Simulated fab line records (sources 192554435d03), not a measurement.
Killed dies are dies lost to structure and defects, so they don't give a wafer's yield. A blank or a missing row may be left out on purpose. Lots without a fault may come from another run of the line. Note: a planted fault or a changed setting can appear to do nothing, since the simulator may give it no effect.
The tool behind it: which one? || flow n5Finfet || 27 wafers from 9 lots sampled at 5 of the route's 1938 steps

== WHAT THE GAUGES READ, wafer by wafer ==
N5_SD_EPI_N_INSPECT_11: inspects for defects (macro). Usual: rawDefectCount at 1.8, with a standard deviation of 1.3.
{"lot": "L909", "measured": "day 5 07:17", "on": "defectInspect-02", "rawDefectCount": "5 1 3", "flag": ""}
{"lot": "L910", "measured": "day 5 14:13", "on": "defectInspect-01", "rawDefectCount": "3 3 0", "flag": ""}
{"lot": "L911", "measured": "day 5 19:13", "on": "defectInspect-01", "rawDefectCount": "1 0 3", "flag": ""}
{"lot": "L915", "measured": "day 6 19:43", "on": "defectInspect-01", "rawDefectCount": "1 1 1", "flag": ""}
{"lot": "L916", "measured": "day 7 01:10", "on": "defectInspect-02", "rawDefectCount": "1 0 2", "flag": ""}
{"lot": "L917", "measured": "day 7 06:34", "on": "defectInspect-01", "rawDefectCount": "1 1 0", "flag": ""}
{"lot": "L919", "measured": "day 7 18:47", "on": "defectInspect-01", "rawDefectCount": "3 2 1", "flag": ""}
{"lot": "L921", "measured": "day 8 09:14", "on": "defectInspect-02", "rawDefectCount": "1 1 2", "flag": ""}
{"lot": "L923", "measured": "day 8 21:32", "on": "defectInspect-02", "rawDefectCount": "2 4 1", "flag": ""}

N5_BEOL_M4_RC_MEAS_101. Usual: DIBL_N 36.4 mV/V, standard deviation 1.7; DIBL_P 36.4 mV/V, standard deviation 2.1; IOFF_N 0.16 nA/um, standard deviation 0.035; IOFF_P 0.21 nA/um, standard deviation 0.035; ION_N 680 uA/um, standard deviation 11; ION_P 465 uA/um, standard deviation 6.8; SS_N 71.5 mV/dec, standard deviation 0.58; SS_P 73.2 mV/dec, standard deviation 0.72; VT_N 249 mV, standard deviation 3.6; VT_P -250 mV, standard deviation 3.1.
{"lot": "L909", "measured": "day 10 02:14", "on": "prober-02", "DIBL_N (mV/V)": "36.5 38.0 40.3", "DIBL_P (mV/V)": "36.4 39.3 42.2", "IOFF_N (nA/um)": "0.14 0.19 0.24", "IOFF_P (nA/um)": "0.19 0.24 0.30", "ION_N (uA/um)": "686 693 701", "ION_P (uA/um)": "472 474 475", "SS_N (mV/dec)": "72.0 71.2 72.4", "SS_P (mV/dec)": "73.6 73.5 74.3", "VT_N (mV)": "251 249 244", "VT_P (mV)": "-252 -249 -245", "flag": ""}
{"lot": "L910", "measured": "day 10 04:45", "on": "prober-01", "DIBL_N (mV/V)": "37.7 35.5 35.9", "DIBL_P (mV/V)": "36.4 33.3 34.8", "IOFF_N (nA/um)": "0.19 0.13 0.14", "IOFF_P (nA/um)": "0.24 0.18 0.21", "ION_N (uA/um)": "697 655 682", "ION_P (uA/um)": "474 457 469", "SS_N (mV/dec)": "71.9 71.9 71.6", "SS_P (mV/dec)": "73.2 72.4 72.8", "VT_N (mV)": "244 252 246", "VT_P (mV)": "-246 -252 -246", "flag": ""}
{"lot": "L911", "measured": "day 10 17:04", "on": "prober-02", "DIBL_N (mV/V)": "37.5 37.0 38.2", "DIBL_P (mV/V)": "39.5 37.7 39.3", "IOFF_N (nA/um)": "0.18 0.16 0.19", "IOFF_P (nA/um)": "0.23 0.20 0.22", "ION_N (uA/um)": "680 662 677", "ION_P (uA/um)": "463 456 458", "SS_N (mV/dec)": "71.6 71.4 71.7", "SS_P (mV/dec)": "74.5 73.6 74.7", "VT_N (mV)": "249 250 247", "VT_P (mV)": "-249 -251 -249", "flag": ""}
{"lot": "L915", "measured": "day 11 20:44", "on": "prober-02", "DIBL_N (mV/V)": "34.3 32.1 35.0", "DIBL_P (mV/V)": "33.7 33.2 36.9", "IOFF_N (nA/um)": "0.13 0.11 0.15", "IOFF_P (nA/um)": "0.17 0.17 0.20", "ION_N (uA/um)": "657 669 663", "ION_P (uA/um)": "460 466 458", "SS_N (mV/dec)": "71.6 70.7 71.1", "SS_P (mV/dec)": "72.2 72.4 73.0", "VT_N (mV)": "254 252 249", "VT_P (mV)": "-251 -253 -249", "flag": ""}
{"lot": "L916", "measured": "day 12 04:37", "on": "prober-01", "DIBL_N (mV/V)": "34.6 35.9 36.6", "DIBL_P (mV/V)": "35.4 36.7 36.7", "IOFF_N (nA/um)": "0.13 0.16 0.17", "IOFF_P (nA/um)": "0.18 0.20 0.19", "ION_N (uA/um)": "671 684 684", "ION_P (uA/um)": "468 471 466", "SS_N (mV/dec)": "69.9 71.1 71.0", "SS_P (mV/dec)": "72.8 73.8 73.2", "VT_N (mV)": "252 251 253", "VT_P (mV)": "-253 -252 -252", "flag": ""}
{"lot": "L917", "measured": "day 12 09:25", "on": "prober-02", "DIBL_N (mV/V)": "37.1 36.5 34.3", "DIBL_P (mV/V)": "38.1 37.3 35.6", "IOFF_N (nA/um)": "0.16 0.15 0.13", "IOFF_P (nA/um)": "0.22 0.21 0.19", "ION_N (uA/um)": "680 656 668", "ION_P (uA/um)": "461 452 465", "SS_N (mV/dec)": "71.9 71.4 71.2", "SS_P (mV/dec)": "73.2 72.5 72.7", "VT_N (mV)": "250 254 255", "VT_P (mV)": "-251 -250 -248", "flag": ""}
{"lot": "L919", "measured": "day 13 08:45", "on": "prober-01", "DIBL_N (mV/V)": "36.3 38.7 38.8", "DIBL_P (mV/V)": "34.1 36.9 36.5", "IOFF_N (nA/um)": "0.15 0.20 0.21", "IOFF_P (nA/um)": "0.21 0.25 0.24", "ION_N (uA/um)": "680 689 686", "ION_P (uA/um)": "469 472 465", "SS_N (mV/dec)": "71.4 72.1 71.3", "SS_P (mV/dec)": "73.1 73.9 73.6", "VT_N (mV)": "249 247 247", "VT_P (mV)": "-249 -248 -248", "flag": ""}
{"lot": "L921", "measured": "day 13 05:23", "on": "prober-02", "DIBL_N (mV/V)": "39.5 37.7 41.5", "DIBL_P (mV/V)": "40.4 37.7 42.8", "IOFF_N (nA/um)": "0.24 0.19 0.31", "IOFF_P (nA/um)": "0.28 0.23 0.32", "ION_N (uA/um)": "686 702 717", "ION_P (uA/um)": "463 471 480", "SS_N (mV/dec)": "73.2 71.0 72.9", "SS_P (mV/dec)": "74.5 73.2 75.0", "VT_N (mV)": "243 243 239", "VT_P (mV)": "-247 -249 -245", "flag": ""}
{"lot": "L923", "measured": "day 13 21:46", "on": "prober-01", "DIBL_N (mV/V)": "36.0 34.6 38.6", "DIBL_P (mV/V)": "36.2 33.8 39.1", "IOFF_N (nA/um)": "0.16 0.12 0.21", "IOFF_P (nA/um)": "0.23 0.19 0.28", "ION_N (uA/um)": "678 665 692", "ION_P (uA/um)": "470 464 469", "SS_N (mV/dec)": "71.7 71.1 72.3", "SS_P (mV/dec)": "72.8 72.1 74.4", "VT_N (mV)": "248 252 247", "VT_P (mV)": "-249 -251 -247", "flag": ""}

== WHAT TOOL EACH LOT RAN ON (gives the tool, then ch and the chambers of the sampled wafers, and finally the start) ==
{"lot": "L909", "N5_SD_EPI_N_DESCUM_14": "rieDiel-02 ch 1,2, day 5 07:19", "N5_SD_EPI_P_COAT_03": "lithoTrack-04 ch 0, day 5 11:32", "N5_SD_EPI_P_DESCUM_14": "rieDiel-06 ch 0,1, day 5 11:59"}
{"lot": "L910", "N5_SD_EPI_N_DESCUM_14": "rieDiel-04 ch 0,1,2, day 5 14:15", "N5_SD_EPI_P_COAT_03": "lithoTrack-02 ch 0, day 5 18:23", "N5_SD_EPI_P_DESCUM_14": "rieDiel-05 ch 1,2, day 5 18:50"}
{"lot": "L911", "N5_SD_EPI_N_DESCUM_14": "rieDiel-02 ch 0,1,3, day 5 19:15", "N5_SD_EPI_P_COAT_03": "lithoTrack-03 ch 0, day 5 23:29", "N5_SD_EPI_P_DESCUM_14": "rieDiel-06 ch 0,1,3, day 5 23:49"}
{"lot": "L915", "N5_SD_EPI_N_DESCUM_14": "rieDiel-01 ch 0,1,3, day 6 19:46", "N5_SD_EPI_P_COAT_03": "lithoTrack-04 ch 0, day 6 23:47", "N5_SD_EPI_P_DESCUM_14": "rieDiel-06 ch 0,1,3, day 7 00:19"}
{"lot": "L916", "N5_SD_EPI_N_DESCUM_14": "rieDiel-02 ch 1,2,3, day 7 01:13", "N5_SD_EPI_P_COAT_03": "lithoTrack-04 ch 0, day 7 05:17", "N5_SD_EPI_P_DESCUM_14": "rieDiel-05 ch 0,1,3, day 7 05:47"}
{"lot": "L917", "N5_SD_EPI_N_DESCUM_14": "rieDiel-04 ch 1,2,3, day 7 06:56", "N5_SD_EPI_P_COAT_03": "lithoTrack-04 ch 0, day 7 11:09", "N5_SD_EPI_P_DESCUM_14": "rieDiel-03 ch 1,2,3, day 7 11:36"}
{"lot": "L919", "N5_SD_EPI_N_DESCUM_14": "rieDiel-01 ch 1,2, day 7 18:49", "N5_SD_EPI_P_COAT_03": "lithoTrack-04 ch 0, day 7 22:49", "N5_SD_EPI_P_DESCUM_14": "rieDiel-03 ch 1,3, day 7 23:16"}
{"lot": "L921", "N5_SD_EPI_N_DESCUM_14": "rieDiel-01 ch 0,3, day 8 09:16", "N5_SD_EPI_P_COAT_03": "lithoTrack-03 ch 0, day 8 14:18", "N5_SD_EPI_P_DESCUM_14": "rieDiel-03 ch 0,1,3, day 8 14:46"}
{"lot": "L923", "N5_SD_EPI_N_DESCUM_14": "rieDiel-01 ch 0,1, day 8 21:48", "N5_SD_EPI_P_COAT_03": "lithoTrack-02 ch 0, day 9 01:48", "N5_SD_EPI_P_DESCUM_14": "rieDiel-06 ch 0,3, day 9 02:07"}
- N5_SD_EPI_N_DESCUM_14: chemistry O2, time 7.9 s.
- N5_SD_EPI_P_COAT_03: resist thk 150 nm.
- N5_SD_EPI_P_DESCUM_14: chemistry O2, time 7.9 s.

== WHAT THE TOOLS THEMSELVES READ (means of the sampled wafers that have a number; where no wafer has one, the mark that the record gives instead) ==
N5_SD_EPI_N_DESCUM_14. Usual: drypumpMotorCurrentA 5.8 A, standard deviation 0.55; oesProductAu 0.79 a.u., standard deviation 0.061; rfVppV 243.2 V, standard deviation 1.2; showerheadPlenumPTorr 2.09 Torr, standard deviation 0.06; throttleValvePct 20.53 %, standard deviation 0.27.
{"lot": "L909", "tool": "rieDiel-02", "drypumpMotorCurrentA (A)": 6.1, "oesProductAu (a.u.)": 0.77, "rfVppV (V)": 244.6, "showerheadPlenumPTorr (Torr)": 2.15, "throttleValvePct (%)": 20.47, "flag": ""}
{"lot": "L910", "tool": "rieDiel-04", "drypumpMotorCurrentA (A)": 6.3, "oesProductAu (a.u.)": 0.79, "rfVppV (V)": 242.5, "showerheadPlenumPTorr (Torr)": 2.05, "throttleValvePct (%)": 20.59, "flag": ""}
{"lot": "L911", "tool": "rieDiel-02", "drypumpMotorCurrentA (A)": 5.7, "oesProductAu (a.u.)": 0.74, "rfVppV (V)": 243.9, "showerheadPlenumPTorr (Torr)": 2.11, "throttleValvePct (%)": 20.70, "flag": ""}
{"lot": "L915", "tool": "rieDiel-01", "drypumpMotorCurrentA (A)": 5.7, "oesProductAu (a.u.)": 0.86, "rfVppV (V)": 243.8, "showerheadPlenumPTorr (Torr)": 2.13, "throttleValvePct (%)": 20.24, "flag": ""}
{"lot": "L916", "tool": "rieDiel-02", "drypumpMotorCurrentA (A)": 5.8, "oesProductAu (a.u.)": 0.75, "rfVppV (V)": 243.2, "showerheadPlenumPTorr (Torr)": 2.11, "throttleValvePct (%)": 20.59, "flag": ""}
{"lot": "L917", "tool": "rieDiel-04", "drypumpMotorCurrentA (A)": 5.8, "oesProductAu (a.u.)": 0.79, "rfVppV (V)": 242.3, "showerheadPlenumPTorr (Torr)": 2.04, "throttleValvePct (%)": 20.54, "flag": ""}
{"lot": "L919", "tool": "rieDiel-01", "drypumpMotorCurrentA (A)": 5.4, "oesProductAu (a.u.)": 0.82, "rfVppV (V)": 243.1, "showerheadPlenumPTorr (Torr)": 2.11, "throttleValvePct (%)": 20.42, "flag": ""}
{"lot": "L921", "tool": "rieDiel-01", "drypumpMotorCurrentA (A)": 6.0, "oesProductAu (a.u.)": 0.84, "rfVppV (V)": 243.7, "showerheadPlenumPTorr (Torr)": 2.12, "throttleValvePct (%)": 20.09, "flag": ""}
{"lot": "L923", "tool": "rieDiel-01", "drypumpMotorCurrentA (A)": 5.4, "oesProductAu (a.u.)": 0.82, "rfVppV (V)": 243.8, "showerheadPlenumPTorr (Torr)": 2.14, "throttleValvePct (%)": 20.42, "flag": ""}

N5_SD_EPI_P_COAT_03. Usual: spinSpeedRpm at 1499.9 rpm, with a standard deviation of 0.82.
{"lot": "L909", "tool": "lithoTrack-04", "spinSpeedRpm (rpm)": 1500.1, "flag": ""}
{"lot": "L910", "tool": "lithoTrack-02", "spinSpeedRpm (rpm)": 1501.0, "flag": ""}
{"lot": "L911", "tool": "lithoTrack-03", "spinSpeedRpm (rpm)": 1500.1, "flag": ""}
{"lot": "L915", "tool": "lithoTrack-04", "spinSpeedRpm (rpm)": 1499.6, "flag": ""}
{"lot": "L916", "tool": "lithoTrack-04", "spinSpeedRpm (rpm)": 1437.0, "flag": "OFF"}
{"lot": "L917", "tool": "lithoTrack-04", "spinSpeedRpm (rpm)": 1436.2, "flag": "OFF"}
{"lot": "L919", "tool": "lithoTrack-04", "spinSpeedRpm (rpm)": 1436.5, "flag": "OFF"}
{"lot": "L921", "tool": "lithoTrack-03", "spinSpeedRpm (rpm)": 1500.2, "flag": ""}
{"lot": "L923", "tool": "lithoTrack-02", "spinSpeedRpm (rpm)": 1500.4, "flag": ""}

N5_SD_EPI_P_DESCUM_14. Usual: drypumpMotorCurrentA 5.37 A, standard deviation 0.27; oesProductAu 0.74 a.u., standard deviation 0.064; rfVppV 243.6 V, standard deviation 1.1; showerheadPlenumPTorr 2.13 Torr, standard deviation 0.049; throttleValvePct 20.47 %, standard deviation 0.18.
{"lot": "L909", "tool": "rieDiel-06", "drypumpMotorCurrentA (A)": 5.21, "oesProductAu (a.u.)": 0.75, "rfVppV (V)": 244.5, "showerheadPlenumPTorr (Torr)": 2.18, "throttleValvePct (%)": 20.40, "flag": ""}
{"lot": "L910", "tool": "rieDiel-05", "drypumpMotorCurrentA (A)": 5.53, "oesProductAu (a.u.)": 0.89, "rfVppV (V)": 243.7, "showerheadPlenumPTorr (Torr)": 2.09, "throttleValvePct (%)": 20.12, "flag": ""}
{"lot": "L911", "tool": "rieDiel-06", "drypumpMotorCurrentA (A)": 5.29, "oesProductAu (a.u.)": 0.73, "rfVppV (V)": 244.5, "showerheadPlenumPTorr (Torr)": 2.15, "throttleValvePct (%)": 20.49, "flag": ""}
{"lot": "L915", "tool": "rieDiel-06", "drypumpMotorCurrentA (A)": 5.27, "oesProductAu (a.u.)": 0.72, "rfVppV (V)": 243.5, "showerheadPlenumPTorr (Torr)": 2.14, "throttleValvePct (%)": 20.50, "flag": ""}
{"lot": "L916", "tool": "rieDiel-05", "drypumpMotorCurrentA (A)": 5.27, "oesProductAu (a.u.)": 0.80, "rfVppV (V)": 244.0, "showerheadPlenumPTorr (Torr)": 2.09, "throttleValvePct (%)": 20.37, "flag": ""}
{"lot": "L917", "tool": "rieDiel-03", "drypumpMotorCurrentA (A)": 5.23, "oesProductAu (a.u.)": 0.74, "rfVppV (V)": 243.8, "showerheadPlenumPTorr (Torr)": 2.14, "throttleValvePct (%)": 20.53, "flag": ""}
{"lot": "L919", "tool": "rieDiel-03", "drypumpMotorCurrentA (A)": 5.18, "oesProductAu (a.u.)": 0.73, "rfVppV (V)": 244.2, "showerheadPlenumPTorr (Torr)": 2.16, "throttleValvePct (%)": 20.53, "flag": ""}
{"lot": "L921", "tool": "rieDiel-03", "drypumpMotorCurrentA (A)": 5.46, "oesProductAu (a.u.)": 0.75, "rfVppV (V)": 243.6, "showerheadPlenumPTorr (Torr)": 2.14, "throttleValvePct (%)": 20.37, "flag": ""}
{"lot": "L923", "tool": "rieDiel-06", "drypumpMotorCurrentA (A)": 5.25, "oesProductAu (a.u.)": 0.71, "rfVppV (V)": 243.8, "showerheadPlenumPTorr (Torr)": 2.12, "throttleValvePct (%)": 20.56, "flag": ""}

== THE ANSWER, worked out from the rows above alone ==
Rule: lot off if the mean of its wafers having a number is beyond 3 standard deviations from the usual mean. A lot without any number at a reading at which 4 lots or more have one is off too. Any other lot the step has rows for is counted as sound. First the gauges in route order, then the tools' own readings, where a lot's mean is used as printed above. The first step at which some lot is off is used, and at that step the reading that is off furthest; a lot without a number counts as furthest.
Off, at N5_SD_EPI_P_COAT_03 on spinSpeedRpm: L916, L917, L919.
A tool fits if, at that step or a process step before it, it ran every lot that is off, and no sound lot after the first of them. One fits: N5_SD_EPI_P_COAT_03 on lithoTrack-04. A fault onset in the window from L915 (day 6 23:47, its last sound lot) to L916 (day 7 05:17, its first lot off) fits.
The tool's own readings at N5_SD_EPI_P_COAT_03 bear it out: on the lots that are off they differ by more than 5 times the standard deviation of the sound lots' means. spinSpeedRpm reads 1436.6 rpm there against 1500.2 rpm on the sound lots.

== WHAT THE SIMULATOR HAD PUT IN ==
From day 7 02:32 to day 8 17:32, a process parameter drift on lithoTrack-04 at N5_SD_EPI_P_COAT_03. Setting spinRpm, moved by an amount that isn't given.
Lots struck among those shown: L916, L917, L919. The same result came from the rule above.
